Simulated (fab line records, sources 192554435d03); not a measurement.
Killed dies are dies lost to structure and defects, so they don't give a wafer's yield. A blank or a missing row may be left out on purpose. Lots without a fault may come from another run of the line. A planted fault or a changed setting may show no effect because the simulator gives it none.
Split-lot experiment | flow n5_finfet | 7 lots, 21 wafers read, on a route of 1938 steps

THE SPLIT
At N5_BEOL_M8_TRENCH_ETCH_37 (etches SiCOH lowk in C4F6/O2, target depth 93.478 nm, time 31.2 s), the setting time_s was moved away from the recipe's 31.2 s on 6 of the 21 wafers read, by -10.3% to +20.1%. The other wafers ran this setting at the recipe's value.

FROM THE SPLIT TO THE READING: what the file shows between them, 11 steps
- N5_BEOL_M8_ETCH_41: etches SiCN in CH3F/O2, target depth 31.9 nm, time 57.8 s
- N5_BEOL_M8_STRIP_80: strips in N2/H2, time 10 s
- N5_BEOL_M8_OCD_MEAS_38
- N5_BEOL_M8_HM_STRIP_39: strips TiN in peroxide tin strip, target depth 25 nm, time 158 s
- N5_BEOL_M8_SRD_40: time 30 s
- N5_BEOL_M8_ECD_50: material Cu, target thk 300 nm
- N5_BEOL_M8_ANNEAL_51: time 90 s
- N5_BEOL_M8_CMP_52: polishes, stops on SiCOH lowk, t overpolish 6.9 s, target thk 80 nm
- N5_BEOL_M8_THK_MEAS_53: measures by xrf
- N5_BEOL_M8_PRE_CLEAN_55: time 15 s
- N5_BEOL_M8_DEP_56: deposits SiCN from 3MS/NH3, target thk 10 nm, time 17.5 s

THE READING
M8_RS, in ohm/sq, at N5_BEOL_M8_RS_MEAS_57 (measures by four-point-probe). Fault-free wafers of this fab line usually give 0.288 ohm/sq, standard deviation 0.01 ohm/sq.

wafer  | tool, chamber at the split | time_s as run, s | against the recipe | M8_RS, ohm/sq | against lot-mates on the recipe
L075.2 | rie_diel-06, 1             | 31.2             | recipe             | 0.276         | -
L075.4 | rie_diel-06, 2             | 28               | -10.3%             | 0.323         | +0.047
L075.6 | rie_diel-06, 2             | 28               | -10.3%             | 0.328         | +0.052
L076.2 | rie_diel-02, 0             | 31.2             | recipe             | 0.282         | -
L076.4 | rie_diel-02, 1             | 31.2             | recipe             | 0.295         | -
L076.6 | rie_diel-02, 0             | 31.2             | recipe             | 0.284         | -
L079.1 | rie_diel-02, 1             | 37.46            | +20.1%             | 0.233         | -0.062
L079.4 | rie_diel-02, 2             | 31.2             | recipe             | 0.293         | -
L079.6 | rie_diel-02, 3             | 31.2             | recipe             | 0.298         | -
L083.2 | rie_diel-06, 1             | 31.2             | recipe             | 0.277         | -
L083.4 | rie_diel-06, 0             | 31.2             | recipe             | 0.287         | -
L083.5 | rie_diel-06, 2             | 37.25            | +19.4%             | 0.224         | -0.058
L087.1 | rie_diel-06, 3             | 31.2             | recipe             | 0.302         | -
L087.5 | rie_diel-06, 3             | 31.2             | recipe             | 0.298         | -
L087.6 | rie_diel-06, 2             | 33.25            | +6.6%              | 0.263         | -0.037
L092.1 | rie_diel-02, 3             | 37.34            | +19.7%             | 0.231         | -0.059
L092.5 | rie_diel-02, 3             | 31.2             | recipe             | 0.290         | -
L092.6 | rie_diel-02, 1             | 31.2             | recipe             | 0.290         | -
L096.2 | rie_diel-02, 0             | 31.2             | recipe             | 0.281         | -
L096.3 | rie_diel-02, 1             | 31.2             | recipe             | 0.293         | -
L096.4 | rie_diel-02, 2             | 31.2             | recipe             | 0.286         | -

THE FIT
A straight line over all 21 wafers: M8_RS changes by -0.00314 ohm/sq for each +1% of time_s; r = -0.96; the points scatter about the line by 0.0073 ohm/sq.
The same after taking each lot's own level away (the mean of its wafers on the recipe; 21 wafers): -0.00344 ohm/sq for each +1%; r = -0.97; scatter 0.0072 ohm/sq.
On that fit, the largest move of time_s shifts the reading by 0.069 ohm/sq.
The lots' own levels span 0.2760 to 0.3000 ohm/sq, that is 2.4 times the standard deviation above.
So the lot-to-lot level changes the slope little: the two slopes agree.
Check: with one of the wafers moved furthest among these (+20.1%) left out of the fit, the line predicts -0.0691 ohm/sq for it against its lot-mates. It came out at -0.0625 ohm/sq against them.

OTHER SPLITS ON THESE WAFERS
These wafers also went through other splits before the reading. Each is held against what the fit with the lots' levels taken away leaves over:
other split on the same wafers | wafers away from the commonest value | r with M8_RS (lot level and that fit taken away)
N5_BEOL_M4_COAT_22 spin_rpm    | 10                                   | +0.23
N5_BEOL_M5_COAT_66 spin_rpm    | 2                                    | +0.01
N5_BEOL_M5_COAT_74 spin_rpm    | 11                                   | -0.01
N5_BEOL_M7_ILD_DEP_00 time_s   | 8                                    | -0.20
N5_BEOL_M7_PECVD_70 temp_c     | 8                                    | -0.41
N5_BEOL_M7_DEP_56 time_s       | 4                                    | -0.15
N5_BEOL_M8_ETCH_65 source_w    | 5                                    | +0.04

THE WHOLE CHAIN: every reading that the file lists as answering this split, in the file's order
step                      | what it does                                                        | reading                                                                      | change (the file's fit)               | r (the file's)
N5_BEOL_M8_TRENCH_ETCH_37 | etches SiCOH lowk in C4F6/O2, target depth 93.478 nm, time 31.2 s   | BEOL_M8.feature_depth_nm (the simulator's own value, which no gauge read)    | +0.911 nm for each +1% of the setting | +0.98
N5_BEOL_M8_TRENCH_ETCH_37 | etches SiCOH lowk in C4F6/O2, target depth 93.478 nm, time 31.2 s   | etch.depth_nm (the simulator's own value, which no gauge read)               | +0.911 nm for each +1% of the setting | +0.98
N5_BEOL_M8_OCD_MEAS_38    |                                                                     | trench_depth_nm                                                              | +0.911 nm for each +1% of the setting | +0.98
N5_BEOL_M8_CMP_52         | polishes, stops on SiCOH lowk, t overpolish 6.9 s, target thk 80 nm | Cu_of_BEOL_M8_ECD_50.thk_nm (the simulator's own value, which no gauge read) | +0.917 nm for each +1% of the setting | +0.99
N5_BEOL_M8_THK_MEAS_53    | measures by xrf                                                     | M8_THK                                                                       | +0.925 for each +1% of the setting    | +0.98
N5_BEOL_M8_RS_MEAS_57     | measures by four-point-probe                                        | M8_RS                                                                        | -0.00326 for each +1% of the setting  | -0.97

THE FILE'S OWN FIT
M8_RS changes by -0.00326 ohm/sq for each +1% of time_s, r = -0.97.
